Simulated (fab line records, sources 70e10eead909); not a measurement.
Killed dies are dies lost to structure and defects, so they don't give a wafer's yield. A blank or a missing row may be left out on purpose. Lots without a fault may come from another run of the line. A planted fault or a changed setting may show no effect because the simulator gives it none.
Chamber matching | flow nand_harc | NHARC_A_M1_PRE_CLEAN_32 on pecvd-02: 3 sister chambers
The step time 12 s. 24 wafers are shown with their chamber, then 12 later ones without.

WAFERS WITH THEIR CHAMBER
wafer  | chamber | heater_power_w (W)
L074.2 | 1       | 576
L074.5 | 0       | 590
L074.6 | 2       | 659
L081.2 | 2       | 628
L081.3 | 1       | 573
L081.5 | 0       | 580
L084.1 | 0       | 507
L084.3 | 1       | 494
L084.5 | 1       | 503
L085.2 | 1       | 503
L085.4 | 1       | 500
L085.6 | 2       | 613
L088.1 | 0       | 572
L088.2 | 1       | 577
L088.5 | 1       | 570
L087.2 | 0       | 521
L087.4 | 2       | 587
L087.6 | 1       | 594
L089.4 | 1       | 504
L089.5 | 0       | 539
L089.6 | 2       | 567
L090.1 | 2       | 574
L090.4 | 0       | 567
L090.5 | 1       | 594

SIGNATURES (means of the wafers above)
reading        | chamber 0 | chamber 1 | chamber 2 | scatter within a chamber
heater_power_w | 553.71    | 544.36    | 604.67    | 38
Rule: a wafer's distance from a chamber is the root of the sum, over the readings, of the square of ((its reading less the chamber's mean) divided by the reading's scatter). The wafer belongs to the nearest chamber; if the next one is less than 2 further off, it can't be placed. The scatter: the root of (the sum of the squares of (reading less its chamber's mean) over the shown wafers, divided by (wafers less chambers)).

WAFERS WITHOUT THEIR CHAMBER
wafer  | heater_power_w (W)
L091.1 | 567
L091.4 | 660
L091.5 | 505
L092.1 | 535
L092.2 | 676
L092.6 | 555
L095.2 | 663
L095.3 | 567
L095.6 | 555
L097.3 | 571
L097.4 | 568
L097.6 | 575

WHICH CHAMBER EACH WENT THROUGH
wafer  | from the rows above          | in truth
L091.1 | can't be placed: 0 or 1 or 2 | 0
L091.4 | can't be placed: 2 or 0 or 1 | 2
L091.5 | can't be placed: 1 or 0 or 2 | 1
L092.1 | can't be placed: 1 or 0 or 2 | 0
L092.2 | can't be placed: 2 or 0 or 1 | 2
L092.6 | can't be placed: 0 or 1 or 2 | 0
L095.2 | can't be placed: 2 or 0 or 1 | 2
L095.3 | can't be placed: 0 or 1 or 2 | 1
L095.6 | can't be placed: 0 or 1 or 2 | 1
L097.3 | can't be placed: 0 or 1 or 2 | 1
L097.4 | can't be placed: 0 or 1 or 2 | 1
L097.6 | can't be placed: 0 or 2 or 1 | 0
Placed correctly: 0 of 12. Can't be placed from these rows: 12 (the true chamber is among the candidates in 12). Placed wrongly: 0.
